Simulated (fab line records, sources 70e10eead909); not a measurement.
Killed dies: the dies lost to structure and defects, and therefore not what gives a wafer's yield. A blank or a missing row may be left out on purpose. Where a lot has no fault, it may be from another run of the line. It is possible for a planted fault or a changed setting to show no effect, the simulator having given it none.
A struck lot beside a sound one :: flow nand_harc :: 17 steps out of a route of 1159
Sound: wafers L770.2, L770.3, L770.5. The struck wafers were L777.2, L777.4, L777.5. Last of all comes the cause.
Order at every step that has rows: each side's tool, ch and its chambers, its first start. Under that, the readings that differ: sound wafers :: struck wafers :: difference of the means :: sigmas: that difference in standard deviations of wafers without a fault.
alike: words and numbers the same on both sides, and readings whose means are apart by under 2 such deviations; not compared: readings that were withheld, readings missing a value for some wafer, numbers with overlapping values and no deviation given by the record, and bounds like >300 which may hide the same value.
A row with sigmas, a row that says differs or no value, or rows on one side alone: a step with any of these is where the two part. Numbers that don't overlap but have no deviation are shown without sigmas and don't part them. Lack of a reading on every wafer of one side parts them only where that side has two or more wafers.

NHARC_A_WL_FILL_INSPECT_15:
  struck on defect_inspect-02, day 19 09:14; sound on defect_inspect-01, day 18 00:31
  alike: raw_defect_count
NHARC_A_CONTACT_DEP_24: deposits SiO2, target thk 500 nm.
  sound on pecvd-04 ch 0,1,2, day 18 00:35; struck on pecvd-01 ch 0,1,2, day 19 09:26
  alike: chamber_pressure_Torr, heater_power_w, showerhead_vpp_V, throttle_valve_pct
NHARC_A_CONTACT_DEP_28: deposits aC, target thk 3600 nm.
  sound on acl_dep-01 ch 0, day 18 01:34; struck on acl_dep-02 ch 0, day 19 11:11
  alike: throttle_valve_pct
NHARC_A_CONTACT_DEP_29: deposits SiON, target thk 70 nm.
  sound on pecvd-01 ch 0,1,2, day 18 03:23; struck on pecvd-02 ch 0,2, day 19 13:05
  alike: chamber_pressure_Torr, heater_power_w, showerhead_vpp_V
then, 7 steps without rows for these wafers: NHARC_A_CONTACT_DEHYDRATE_32 (time 120 s); NHARC_A_CONTACT_HMDS_33 (time 30 s); NHARC_A_CONTACT_COAT_34 (time 75 s); NHARC_A_CONTACT_COAT_35 (time 65 s); NHARC_A_CONTACT_COAT_36 (resist thk 90 nm); NHARC_A_CONTACT_SOFTBAKE_37 (time 55 s); NHARC_A_CONTACT_EBR_38.
NHARC_A_CONTACT_EXPOSE_39: exposes mask A CC 3.
  sound on arfi_scanner-03 ch 0, day 18 03:58; struck on arfi_scanner-03 ch 0, day 19 13:31
reading: exposure_dose_mJ_cm2
sound: 58.8 58.7 58.7
struck: 46.6 46.6 46.6
difference: -12.1
sigmas: -22
  alike: mask
then, 2 steps without rows for these wafers: NHARC_A_CONTACT_PEB_40 (peb time 65 s); NHARC_A_CONTACT_DEVELOP_41 (develop time 35 s).
NHARC_A_CONTACT_CD_MEAS_42 targets a cd of 200 nm.
  sound on cd_sem-02 ch 0, day 18 04:07; struck on cd_sem-01 ch 0
reading: cd_nm (nm)
sound: 200.3 199.4 201.0
struck: 190.8 191.0 190.2
difference: -9.6
sigmas: -20
  not compared: hold
NHARC_A_CONTACT_OVL_MEAS_43:
  struck on overlay-01, day 19 15:16; sound on overlay-02, day 18 04:12
reading: hold
sound: - - -
struck: await_dispo/1.3h/release await_dispo/1.3h/release await_dispo/1.3h/release
difference: no value on the sound wafers
sigmas: 
  alike: overlay_x_nm, overlay_y_nm
-- jump in the record: it breaks off in module A_CONTACT and resumes in module END (first step shown: number 1159 of the route), and 4 days separate the struck wafers' starts before and after --
NHARC_END_SORT_01:
  here the record holds rows for the struck wafers (prober-01 ch 0, day 23 09:19) but none for the sound ones

== WHERE THEY PART ==
At NHARC_A_CONTACT_EXPOSE_39 first; at NHARC_END_SORT_01 last (within this record only).

WHY: what had been put in by the simulator
Process parameters drifting: arfi_scanner-03 at NHARC_A_CONTACT_EXPOSE_39, beginning at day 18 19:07. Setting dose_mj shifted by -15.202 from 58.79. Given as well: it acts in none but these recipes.
